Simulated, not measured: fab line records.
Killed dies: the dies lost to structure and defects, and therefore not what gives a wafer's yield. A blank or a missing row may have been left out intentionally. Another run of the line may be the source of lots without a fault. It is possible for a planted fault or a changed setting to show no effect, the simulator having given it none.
Matching of chambers :: flow n5 finfet :: N5_BEOL_M5_PRE_CLEAN_77 on cvd co-02 has 3 sister chambers
The step time 15 s. 36 wafers are shown with their chamber, then 12 later ones without.

WAFERS WITH THEIR CHAMBER
wafer: L077.3
chamber: 1
heater power w (W): 74

wafer: L077.4
chamber: 2
heater power w (W): 57

wafer: L077.6
chamber: 1
heater power w (W): 74

wafer: L079.4
chamber: 2
heater power w (W): 55

wafer: L079.5
chamber: 0
heater power w (W): 82

wafer: L079.6
chamber: 1
heater power w (W): 74

wafer: L080.1
chamber: 2
heater power w (W): 56

wafer: L080.2
chamber: 1
heater power w (W): 73

wafer: L080.3
chamber: 0
heater power w (W): 82

wafer: L080.4
chamber: 1
heater power w (W): 73

wafer: L080.5
chamber: 0
heater power w (W): 83

wafer: L080.6
chamber: 2
heater power w (W): 56

wafer: L083.1
chamber: 1
heater power w (W): 73

wafer: L083.2
chamber: 0
heater power w (W): 83

wafer: L083.3
chamber: 2
heater power w (W): 56

wafer: L083.4
chamber: 1
heater power w (W): 72

wafer: L083.5
chamber: 0
heater power w (W): 81

wafer: L083.6
chamber: 2
heater power w (W): 56

wafer: L084.4
chamber: 0
heater power w (W): 83

wafer: L084.5
chamber: 2
heater power w (W): 57

wafer: L084.6
chamber: 1
heater power w (W): 75

wafer: L085.1
chamber: 0
heater power w (W): 84

wafer: L085.4
chamber: 0
heater power w (W): 83

wafer: L085.5
chamber: 1
heater power w (W): 76

wafer: L088.1
chamber: 0
heater power w (W): 82

wafer: L088.2
chamber: 2
heater power w (W): 56

wafer: L088.3
chamber: 1
heater power w (W): 76

wafer: L088.4
chamber: 1
heater power w (W): 73

wafer: L088.5
chamber: 2
heater power w (W): 56

wafer: L088.6
chamber: 0
heater power w (W): 84

wafer: L090.1
chamber: 0
heater power w (W): 83

wafer: L090.2
chamber: 2
heater power w (W): 56

wafer: L090.3
chamber: 1
heater power w (W): 74

wafer: L090.4
chamber: 0
heater power w (W): 82

wafer: L090.5
chamber: 1
heater power w (W): 73

wafer: L090.6
chamber: 2
heater power w (W): 55

SIGNATURES (averages over the wafers above)
reading: heater power w
chamber 0: 82.67
chamber 1: 73.85
chamber 2: 56.00
scatter within a chamber: 0.959
Rule: a wafer's distance from a chamber is the root of the sum, over the readings, of the square of ((its reading less the chamber's mean) divided by the reading's scatter). The wafer belongs to the nearest chamber; if the next one is less than 2 further off, it can't be placed. The scatter: take each reading less its chamber's mean, square it, sum over the shown wafers, divide by the number of wafers less the number of chambers, and take the root.

WAFERS WHOSE CHAMBER IS MISSING
wafer: L094.2
heater power w (W): 73

wafer: L094.4
heater power w (W): 81

wafer: L094.5
heater power w (W): 56

wafer: L092.2
heater power w (W): 84

wafer: L092.4
heater power w (W): 82

wafer: L092.6
heater power w (W): 73

wafer: L095.2
heater power w (W): 73

wafer: L095.3
heater power w (W): 57

wafer: L095.4
heater power w (W): 82

wafer: L096.2
heater power w (W): 56

wafer: L096.3
heater power w (W): 76

wafer: L096.6
heater power w (W): 74

THE CHAMBER EACH PASSED THROUGH
wafer: L094.2
from the rows above: 1
in truth: 1

wafer: L094.4
from the rows above: 0
in truth: 0

wafer: L094.5
from the rows above: 2
in truth: 2

wafer: L092.2
from the rows above: 0
in truth: 0

wafer: L092.4
from the rows above: 0
in truth: 0

wafer: L092.6
from the rows above: 1
in truth: 1

wafer: L095.2
from the rows above: 1
in truth: 1

wafer: L095.3
from the rows above: 2
in truth: 2

wafer: L095.4
from the rows above: 0
in truth: 0

wafer: L096.2
from the rows above: 2
in truth: 2

wafer: L096.3
from the rows above: 1
in truth: 1

wafer: L096.6
from the rows above: 1
in truth: 1
Correctly placed: 12 of 12. Can't be placed from these rows: 0. 0 placed wrongly.
